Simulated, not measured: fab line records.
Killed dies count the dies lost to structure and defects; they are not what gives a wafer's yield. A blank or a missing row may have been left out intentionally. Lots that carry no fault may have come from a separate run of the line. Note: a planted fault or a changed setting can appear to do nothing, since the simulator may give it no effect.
fab line records	flow n5-finfet
record: lots: 13	wafers: 36	last-day: 18
route steps=1938 shown BEOL_M6@1242 BEOL_M7@1263
lots with no fault: from the same line, run without faults
start-h: the number of hours between the record's first day and the start of the first shown wafer of the lot	wait-h: how many hours have passed since the lot's step before this one	" unchanged from the row above	L1.1+2: a single row standing in for several wafers	- no value, or no start given	* or withheld: withheld	< > ~ a bound
route shown NAME@n: names a module that has steps shown in the file, with the first one's number in the route	usual: mean and standard deviation over wafers with no fault	same: alike in all rows	chamber/n: place in a boat	sites: readings site by site	_std_site: their standard deviation	_edge_site: outer sites' mean less inner sites'	radius-mm: for every site, how far away it sits from the centre of the wafer	mask NAME#n: copy n	behind: the last tool/chamber to shape the wafer	hold: why the lot went on hold/how many hours it stayed there/how the hold came to an end	device: the n, p or np transistor that did not switch	end of line: tests of these same wafers at the route's end	for a step that has no rows: nothing shown but its recipe	killed: dies lost to structure and defects at the first sort, not the wafer's yield	map: dies across one wafer; x = killed, . = not, _ = none there
set.NAME: the run value of the setting; set.NAME@STEP: its run value at that earlier step	model.NAME: the simulator's own value behind a step, which no gauge read
route steps across a sampled set of lots; one table per step, one row per wafer
services: a tool's chamber out of use, with start hour (start-h, from the record's first day; less than 0 if before it), hours out, and reason
== steps ==
step: N5_BEOL_M6_OCD_MEAS_38
usual: trench-depth-nm: 93.6/1.5
lot.wafer	tool	chamber	start-h	wait-h	trench-depth-nm
L658.2	ocd-01	-	220.09	-	92.2
L658.3	"	-	"	"	92.7
L659.2	ocd-02	-	230.64	-	94.4
L659.3	"	-	"	"	92.3
L659.4	"	-	"	"	94.7
L662.1	ocd-02	-	250.71	-	94.3
L662.3	"	-	"	"	92.6
L662.4	"	-	"	"	91.0
L661.2	ocd-02	-	255.48	-	91.2
L661.3	"	-	"	"	93.1
L661.5	"	-	"	"	92.9
L665.1	ocd-02	-	278.87	-	94.1
L665.2	"	-	"	"	96.5
L666.3	ocd-01	-	282.14	-	92.3
L666.4	"	-	"	"	93.2
L666.6	"	-	"	"	93.3
L668.4	ocd-01	-	292.24	-	94.0
L668.5	"	-	"	"	96.7
L669.1	ocd-01	-	292.59	-	93.2
L669.4	"	-	"	"	95.1
L669.5	"	-	"	"	95.2
L671.2	ocd-01	-	321.85	-	93.7
L671.3	"	-	"	"	92.8
L671.5	"	-	"	"	92.6
L674.2	ocd-02	-	330.25	-	92.6
L674.3	"	-	"	"	94.7
L674.6	"	-	"	"	92.7
L676.3	ocd-01	-	331.96	-	93.8
L676.5	"	-	"	"	92.3
L676.6	"	-	"	"	93.3
L677.2	ocd-01	-	353.64	-	92.1
L677.4	"	-	"	"	92.1
L677.5	"	-	"	"	92.2
L679.1	ocd-01	-	357.49	-	93.4
L679.3	"	-	"	"	91.7
L679.4	"	-	"	"	94.2
step: N5_BEOL_M6_CD_MEAS_35
recipe: target-cd-nm: 40	target-cd-y-nm: 28	polarity: opening
usual: cd-nm: 40.1/0.71
lot.wafer	tool	chamber	start-h	wait-h	cd-nm
L658.2	cd-sem-01	-	220.25	0.0	38.5
L658.3	"	-	"	"	39.0
L659.2	cd-sem-02	-	230.79	0.0	41.2
L659.3	"	-	"	"	41.6
L659.4	"	-	"	"	41.4
L662.1	cd-sem-03	-	250.87	0.0	39.3
L662.3	"	-	"	"	40.3
L662.4	"	-	"	"	39.5
L661.2	cd-sem-03	-	255.64	0.0	38.8
L661.3	"	-	"	"	39.8
L661.5	"	-	"	"	39.2
L665.1	cd-sem-01	-	279.02	0.0	40.3
L665.2	"	-	"	"	39.6
L666.3	cd-sem-01	-	282.29	0.0	40.2
L666.4	"	-	"	"	40.8
L666.6	"	-	"	"	39.6
L668.4	cd-sem-03	-	292.39	0.0	38.8
L668.5	"	-	"	"	39.5
L669.1	cd-sem-01	-	292.74	0.0	40.6
L669.4	"	-	"	"	40.2
L669.5	"	-	"	"	41.0
L671.2	cd-sem-02	-	322.01	0.0	40.4
L671.3	"	-	"	"	40.4
L671.5	"	-	"	"	40.6
L674.2	cd-sem-02	-	330.41	0.0	40.0
L674.3	"	-	"	"	40.1
L674.6	"	-	"	"	40.1
L676.3	cd-sem-02	-	332.11	0.0	40.4
L676.5	"	-	"	"	39.2
L676.6	"	-	"	"	39.4
L677.2	cd-sem-02	-	353.79	0.0	39.6
L677.4	"	-	"	"	39.1
L677.5	"	-	"	"	39.8
L679.1	cd-sem-03	-	357.64	0.0	40.9
L679.3	"	-	"	"	40.1
L679.4	"	-	"	"	40.3
step: N5_BEOL_M6_THK_MEAS_53
recipe: thk-meas-gauge: xrf	reads: Cu_of_BEOL_M6_ECD_50
usual: M6_THK: 79.1/2
lot.wafer	tool	chamber	start-h	wait-h	M6_THK[nm]
L658.2	film-metro-02	-	222.64	-	76.8
L658.3	"	-	"	"	77.3
L659.2	film-metro-02	-	232.72	-	79.2
L659.3	"	-	"	"	78.6
L659.4	"	-	"	"	81.0
L662.1	film-metro-01	-	253.41	-	79.5
L662.3	"	-	"	"	77.1
L662.4	"	-	"	"	76.8
L661.2	film-metro-02	-	258.27	-	79.2
L661.3	"	-	"	"	78.6
L661.5	"	-	"	"	79.2
L665.1	film-metro-01	-	282.22	-	78.9
L665.2	"	-	"	"	82.2
L666.3	film-metro-01	-	285.09	-	78.4
L666.4	"	-	"	"	79.9
L666.6	"	-	"	"	80.1
L668.4	film-metro-01	-	294.67	-	79.3
L668.5	"	-	"	"	83.2
L669.1	film-metro-01	-	296.33	-	77.0
L669.4	"	-	"	"	79.1
L669.5	"	-	"	"	79.9
L671.2	film-metro-01	-	324.71	-	79.2
L671.3	"	-	"	"	76.5
L671.5	"	-	"	"	77.8
L674.2	film-metro-02	-	333.52	-	78.3
L674.3	"	-	"	"	81.3
L674.6	"	-	"	"	80.4
L676.3	film-metro-01	-	334.37	-	77.9
L676.5	"	-	"	"	75.6
L676.6	"	-	"	"	77.5
L677.2	film-metro-02	-	356.97	-	77.5
L677.4	"	-	"	"	76.7
L677.5	"	-	"	"	77.4
L679.1	film-metro-01	-	361.40	0.2	79.6
L679.3	"	-	"	"	77.6
L679.4	"	-	"	"	80.5
step: N5_BEOL_M7_ILD_DEP_00
recipe: material: SiCOH_lowk	target-thk-a: 1797.5	temp-c: 300	precursor: DEMS/porogen	pressure-torr: 5	rf-w: 500	time-s: 33.4
usual: heater-power-w: 371/70	showerhead-plenum-p-Torr: 5.741/0.023	susceptor-temp-C: 299.99/0.2	throttle-valve-pct: 13.8/1.1
lot.wafer	tool	chamber	start-h	wait-h	heater-power-w	showerhead-plenum-p-Torr	susceptor-temp-C	throttle-valve-pct
L658.2	pecvd-03	1	222.86	0.0	358	5.769	299.91	14.6
L658.3	"	0	"	"	369	5.719	299.98	16.7
L659.2	pecvd-03	2	232.95	0.0	355	5.774	299.87	12.4
L659.3	"	0	"	"	326	5.732	299.87	16.6
L659.4	"	2	"	"	371	5.743	299.82	12.2
L662.1	pecvd-03	1	253.61	0.0	361	5.768	299.72	14.6
L662.3	"	0	"	"	364	5.736	295.41	16.8
L662.4	"	2	"	"	397	5.769	300.49	12.7
L661.2	pecvd-01	2	258.47	0.0	450	5.730	300.03	13.2
L661.3	"	1	"	"	260	5.756	300.03	13.9
L661.5	"	2	"	"	464	5.730	300.17	13.0
L665.1	pecvd-03	0	282.42	0.0	324	5.718	295.48	16.9
L665.2	"	1	"	"	367	5.760	299.88	14.3
L666.3	pecvd-02	0	285.29	0.0	321	5.709	300.01	13.1
L666.4	"	1	"	"	299	5.756	300.47	14.1
L666.6	"	0	"	"	342	5.698	299.94	12.8
L668.4	pecvd-01	2	294.88	0.1	398	5.747	300.08	13.2
L668.5	"	1	"	"	232	5.748	299.92	14.0
L669.1	pecvd-01	2	296.53	0.0	507	5.736	300.14	13.1
L669.4	"	1	"	"	238	5.768	299.75	13.8
L669.5	"	0	"	"	340	5.767	299.70	13.4
L671.2	pecvd-02	2	324.91	0.0	488	5.718	300.15	14.0
L671.3	"	0	"	"	393	5.710	300.08	12.8
L671.5	"	0	"	"	394	5.708	300.34	13.0
L674.2	pecvd-02	2	333.71	0.0	479	5.717	300.03	13.8
L674.3	"	0	"	"	371	5.713	299.91	13.3
L674.6	"	0	"	"	383	5.717	300.50	12.9
L676.3	pecvd-02	0	334.62	0.1	373	5.710	299.97	13.0
L676.5	"	0	"	"	381	5.704	299.86	13.3
L676.6	"	2	"	"	406	5.711	300.03	13.9
L677.2	pecvd-01	2	357.16	0.0	402	5.736	299.93	13.4
L677.4	"	0	"	"	292	5.767	299.81	13.0
L677.5	"	2	"	"	405	5.721	299.92	13.2
L679.1	pecvd-01	1	361.63	0.0	267	5.763	300.02	13.8
L679.3	"	0	"	"	323	5.770	299.64	13.5
L679.4	"	2	"	"	429	5.742	300.08	13.4
== services ==
tool	chamber	start-h	hours	kind
pecvd-01	0	206.51	20.5	repair
pecvd-02	2	212.45	-	clean
pecvd-02	2	212.45	-	consumable-replace:showerhead
pecvd-02	2	212.45	29.0	scheduled-down
pecvd-02	2	212.45	29.0	vent-cycle
pecvd-01	2	217.49	2.1	scheduled-down
pecvd-03	0	225.67	2.2	repair
pecvd-03	1	263.70	5.5	scheduled-down
pecvd-02	1	324.87	29.1	repair
pecvd-01	1	331.69	-	calibration
pecvd-01	0	340.13	6.7	repair
== key ==
first-sign: step: N5_BEOL_M7_ILD_DEP_00	reading: susceptor-temp-C	direction: down	sigmas: 23	usual: *	struck: *
effect none on later readings
met-at N5_BEOL_M7_ILD_DEP_00
struck-lots L662,L665
struck-wafers L662.3,L665.1
rows-end L665.1
not-acting-at N5_BEOL_M6_OCD_MEAS_38,N5_BEOL_M6_CD_MEAS_35,N5_BEOL_M6_THK_MEAS_53
onset-between 232.95 253.61
fault: kind: process-parameter-drift	tool: pecvd-03	chamber: 0	onset-h: 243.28	steps: N5_BEOL_M7_ILD_DEP_00	channel: temp-c	offset: *	shape: step	acts-in: *	stated: *
rows-end: these wafers met a further fault down the route, and their rows from its step on are left out
